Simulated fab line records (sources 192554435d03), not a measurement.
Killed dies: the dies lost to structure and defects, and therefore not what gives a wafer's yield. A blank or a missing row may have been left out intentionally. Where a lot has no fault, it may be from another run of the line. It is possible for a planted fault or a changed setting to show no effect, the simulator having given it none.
Split-lot study || flow n5 finfet || 21 wafers read across 7 lots, on a route 1938 steps long

## THE SPLIT
At N5_BEOL_M3_ILD_DEP_00 (deposits SiOC from DEMS/O2, target thk 79 nm, time 15.3 s), the setting time s was moved away from the recipe's 15.3 s on 8 of the 21 wafers read, by -9.3% to +6.6%. The other wafers ran this setting at the recipe's value.

Split to reading: the file shows no intervening step.

## THE READING
M3_ILD_THK (nm), taken at N5_BEOL_M3_THK_MEAS_01. Typical for fault-free wafers on this fab line: 79.2 nm, with standard deviation 1.1 nm.

{"wafer": "L086.3", "tool, chamber at the split": "pecvd-03, 0", "time s as run, s": 14.39, "against the recipe": "-5.9%", "M3_ILD_THK, nm": 75.0, "against lot-mates on the recipe": -4.0}
{"wafer": "L086.4", "tool, chamber at the split": "pecvd-03, 0", "time s as run, s": 14.39, "against the recipe": "-5.9%", "M3_ILD_THK, nm": 74.9, "against lot-mates on the recipe": -4.1}
{"wafer": "L086.6", "tool, chamber at the split": "pecvd-03, 1", "time s as run, s": 15.3, "against the recipe": "recipe", "M3_ILD_THK, nm": 79.0, "against lot-mates on the recipe": "-"}
{"wafer": "L087.1", "tool, chamber at the split": "pecvd-03, 0", "time s as run, s": 15.3, "against the recipe": "recipe", "M3_ILD_THK, nm": 78.8, "against lot-mates on the recipe": "-"}
{"wafer": "L087.3", "tool, chamber at the split": "pecvd-03, 1", "time s as run, s": 16.31, "against the recipe": "+6.6%", "M3_ILD_THK, nm": 82.4, "against lot-mates on the recipe": "+3.6"}
{"wafer": "L087.6", "tool, chamber at the split": "pecvd-03, 0", "time s as run, s": 16.31, "against the recipe": "+6.6%", "M3_ILD_THK, nm": 85.4, "against lot-mates on the recipe": "+6.6"}
{"wafer": "L088.3", "tool, chamber at the split": "pecvd-04, 2", "time s as run, s": 15.3, "against the recipe": "recipe", "M3_ILD_THK, nm": 81.2, "against lot-mates on the recipe": "-"}
{"wafer": "L088.4", "tool, chamber at the split": "pecvd-04, 0", "time s as run, s": 15.3, "against the recipe": "recipe", "M3_ILD_THK, nm": 79.6, "against lot-mates on the recipe": "-"}
{"wafer": "L088.5", "tool, chamber at the split": "pecvd-04, 1", "time s as run, s": 15.3, "against the recipe": "recipe", "M3_ILD_THK, nm": 79.0, "against lot-mates on the recipe": "-"}
{"wafer": "L090.1", "tool, chamber at the split": "pecvd-03, 1", "time s as run, s": 15.3, "against the recipe": "recipe", "M3_ILD_THK, nm": 79.1, "against lot-mates on the recipe": "-"}
{"wafer": "L090.5", "tool, chamber at the split": "pecvd-03, 2,1", "time s as run, s": 13.88, "against the recipe": "-9.3%", "M3_ILD_THK, nm": 73.4, "against lot-mates on the recipe": -5.7}
{"wafer": "L090.6", "tool, chamber at the split": "pecvd-03, 2,1", "time s as run, s": 13.88, "against the recipe": "-9.3%", "M3_ILD_THK, nm": 73.4, "against lot-mates on the recipe": -5.7}
{"wafer": "L093.2", "tool, chamber at the split": "pecvd-04, 0", "time s as run, s": 14.29, "against the recipe": "-6.6%", "M3_ILD_THK, nm": 73.4, "against lot-mates on the recipe": -7.2}
{"wafer": "L093.4", "tool, chamber at the split": "pecvd-04, 0", "time s as run, s": 15.3, "against the recipe": "recipe", "M3_ILD_THK, nm": 79.7, "against lot-mates on the recipe": "-"}
{"wafer": "L093.5", "tool, chamber at the split": "pecvd-04, 2", "time s as run, s": 15.3, "against the recipe": "recipe", "M3_ILD_THK, nm": 81.4, "against lot-mates on the recipe": "-"}
{"wafer": "L096.1", "tool, chamber at the split": "pecvd-03, 1", "time s as run, s": 13.88, "against the recipe": "-9.3%", "M3_ILD_THK, nm": 72.3, "against lot-mates on the recipe": -7.4}
{"wafer": "L096.2", "tool, chamber at the split": "pecvd-03, 2", "time s as run, s": 15.3, "against the recipe": "recipe", "M3_ILD_THK, nm": 79.0, "against lot-mates on the recipe": "-"}
{"wafer": "L096.6", "tool, chamber at the split": "pecvd-03, 0", "time s as run, s": 15.3, "against the recipe": "recipe", "M3_ILD_THK, nm": 80.4, "against lot-mates on the recipe": "-"}
{"wafer": "L097.4", "tool, chamber at the split": "pecvd-04, 0", "time s as run, s": 15.3, "against the recipe": "recipe", "M3_ILD_THK, nm": 78.4, "against lot-mates on the recipe": "-"}
{"wafer": "L097.5", "tool, chamber at the split": "pecvd-04, 2", "time s as run, s": 15.3, "against the recipe": "recipe", "M3_ILD_THK, nm": 80.8, "against lot-mates on the recipe": "-"}
{"wafer": "L097.6", "tool, chamber at the split": "pecvd-04, 1", "time s as run, s": 15.3, "against the recipe": "recipe", "M3_ILD_THK, nm": 79.1, "against lot-mates on the recipe": "-"}
Rows listing several chambers each stand for several wafers; the file does not say which wafer went through which chamber.

THE FIT
A straight line over all 21 wafers: M3_ILD_THK changes by +0.724 nm for each +1% of time s; r = +0.96; the points scatter about the line by 1 nm.
The same after taking each lot's own level away (the mean of its wafers on the recipe; 21 wafers): +0.735 nm for each +1%; r = +0.96; scatter 1.1 nm.
That fit puts the effect of the largest move of time s on the reading at 6.8 nm.
The lots' own levels span 78.80 to 80.55 nm, that is 1.6 times the standard deviation above.
Hence the lot-to-lot level has little effect on the slope; both slopes agree.
Check: with one of the wafers moved furthest among these (-9.3%) left out of the fit, the line predicts -7.06 nm for it against its lot-mates. It came out at -5.7 nm against them.

## THE WHOLE CHAIN: every reading that the file lists as answering this split, in the file's order
{"step": "N5_BEOL_M3_ILD_DEP_00", "what it does": "deposits SiOC from DEMS/O2, target thk 79 nm, time 15.3 s", "reading": "SiOC_of_BEOL_M3_ILD_DEP_00.thk nm (the simulator's own value, which no gauge read)", "change (the file's fit)": "+0.766 nm for each +1% of the setting", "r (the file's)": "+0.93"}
{"step": "N5_BEOL_M3_THK_MEAS_01", "what it does": "", "reading": "M3_ILD_THK", "change (the file's fit)": "+0.77 for each +1% of the setting", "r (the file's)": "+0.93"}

## THE FILE'S OWN FIT
M3_ILD_THK changes by +0.77 nm for each +1% of time s, r = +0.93.
